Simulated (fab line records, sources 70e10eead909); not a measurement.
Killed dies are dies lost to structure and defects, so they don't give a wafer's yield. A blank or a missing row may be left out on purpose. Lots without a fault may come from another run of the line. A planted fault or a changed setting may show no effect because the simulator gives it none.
Chamber matching | flow nand_harc | NHARC_A_STAIRCASE_DESCUM_270 on rie_diel-03: 4 sister chambers
The step chemistry O2, time 3 s. 8 wafers are shown with their chamber, then 10 later ones without.

WAFERS WITH THEIR CHAMBER
wafer  | chamber | showerhead_plenum_p_Torr (Torr) | drypump_motor_current_A (A)
L085.2 | 2       | 2.02                            | 6.0
L083.4 | 1       | 1.87                            | 6.3
L083.6 | 0       | 1.88                            | 6.2
L089.1 | 1       | 1.86                            | 6.3
L089.3 | 2       | 2.02                            | 6.0
L089.5 | 3       | 1.99                            | 6.2
L091.1 | 0       | 1.88                            | 6.0
L091.2 | 3       | 1.99                            | 6.2

WAFERS WITHOUT THEIR CHAMBER
wafer  | showerhead_plenum_p_Torr (Torr) | drypump_motor_current_A (A)
L091.4 | 2.02                            | 6.0
L092.1 | 2.02                            | 6.0
L092.3 | 1.98                            | 6.2
L092.5 | 2.02                            | 6.0
L092.2 | 1.88                            | 6.1
L092.4 | 1.86                            | 6.3
L092.6 | 1.98                            | 6.2
L094.1 | 1.86                            | 6.3
L094.2 | 1.98                            | 6.2
L094.3 | 2.02                            | 6.0

WHICH CHAMBER EACH WENT THROUGH
wafer  | from the rows above | in truth
L091.4 | 2                   | 2
L092.1 | 2                   | 2
L092.3 | 3                   | 3
L092.5 | 2                   | 2
L092.2 | 0                   | 0
L092.4 | 1                   | 1
L092.6 | 3                   | 3
L094.1 | 1                   | 1
L094.2 | 3                   | 3
L094.3 | 2                   | 2
Placed correctly: 10 of 10. Can't be placed from these rows: 0. Placed wrongly: 0.
How it was worked out, from the rows above alone: a wafer's distance from a chamber is the root of the sum, over the readings, of the square of ((its reading less the chamber's mean) divided by the reading's scatter). The wafer belongs to the nearest chamber; if the next one is less than 2 further off, it can't be placed. A chamber's mean is the mean of its shown wafers. The scatter: the root of (the sum of the squares of (reading less its chamber's mean) over the shown wafers, divided by (wafers less chambers)).
